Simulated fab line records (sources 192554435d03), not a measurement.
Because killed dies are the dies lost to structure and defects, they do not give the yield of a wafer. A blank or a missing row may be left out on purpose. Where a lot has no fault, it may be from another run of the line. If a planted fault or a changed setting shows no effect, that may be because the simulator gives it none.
Struck lot and sound lot, side by side -- flow n5 finfet -- 13 out of 1938 route steps
Sound: the wafers L893.2, L893.5, L893.6. Struck: wafer L904.4. (L904.1, L904.5 of the same lot were not struck and are left out.) The cause comes at the end.
For every step that has rows: the tool of each side, followed by ch and its chambers, followed by its first start. Under that, the readings that differ: sound wafers -- struck wafers -- difference of the means -- sigmas: that difference in standard deviations of wafers without a fault.
alike: a reading whose means differ by less than 2 such deviations, as well as words and numbers matching on both sides. not compared: withheld readings; readings where some wafer has no value; bounds like >300 that might hide an equal value; numbers whose values overlap and for which the record gives no deviation.
Wherever a step has rows on one side only, a row that says differs or no value, or a row with sigmas, the two part there. Numbers that have no deviation but don't overlap get no sigmas and don't part them. A reading that every wafer of one side lacks parts them only if that side has two wafers or more.

first, 9 steps without rows for these wafers: N5_BEOL_M0_SAQP_EXPOSE_11 (exposes mask M0 CORE, target cd 42 nm); N5_BEOL_M0_SAQP_PEB_12 (peb time 60 s); N5_BEOL_M0_SAQP_DEVELOP_13 (develop time 30 s); N5_BEOL_M0_SAQP_DESCUM_19 (chemistry O2, time 7.9 s); N5_BEOL_M0_SAQP_ETCH_83 (etches SiARC in CF4, target depth 39 nm, time 65 s); N5_BEOL_M0_SAQP_ETCH_84 (etches SOC in N2/H2, target depth 100 nm, overetch 20 nm, time 150 s); N5_BEOL_M0_SAQP_STRIP_80 (strips in N2/H2); N5_BEOL_M0_SAQP_HM_OPEN_112 (chemistry CHF3/O2, target SiO2, stops on a-Si, target depth 12 nm, time 13.5 s); N5_BEOL_M0_SAQP_STRIP_113 (strips in CHF3/O2).
N5_BEOL_M0_SAQP_MANDREL_ETCH_20: etches a-Si in HBr/Cl2, stops on SiNx, target depth 60 nm, bt time 10 s, time 30 s.
  sound on rie si-06 ch 0,3, day 6 13:56; struck on rie si-06 ch 1, day 9 09:28
reading,sound,struck,difference,sigmas
over etch frac,0.5 0.5 0.5,0.50918,+0.00918,
  alike: drypump motor current A, mfc cl2 sccm, oes product au, throttle valve pct
  not compared: rf hours counter h
then, 1 step without rows for these wafers: N5_BEOL_M0_SAQP_STRIP_86 (strips in N2/H2).
-- a jump in the record: the struck wafers' starts before and after are 5 days apart (it breaks off in module BEOL_M0_SAQP and resumes in module BEOL_M4, where the first step shown is number 1111 of the route) --
N5_BEOL_M4_RC_MEAS_101:
  sound on prober-02 ch 0, day 11 04:25; struck on prober-02 ch 0, day 14 01:43
  alike: DIBL_N, DIBL_P, IOFF_N, IOFF_P, ION_N, ION_P, SS_N, SS_P, VT_N, VT_P
after that, 1 step had no rows for these wafers: N5_PASSIVATION_PROBE_49.

## WHERE THEY PART
Nowhere in this record.

WHY: the cause the simulator had injected
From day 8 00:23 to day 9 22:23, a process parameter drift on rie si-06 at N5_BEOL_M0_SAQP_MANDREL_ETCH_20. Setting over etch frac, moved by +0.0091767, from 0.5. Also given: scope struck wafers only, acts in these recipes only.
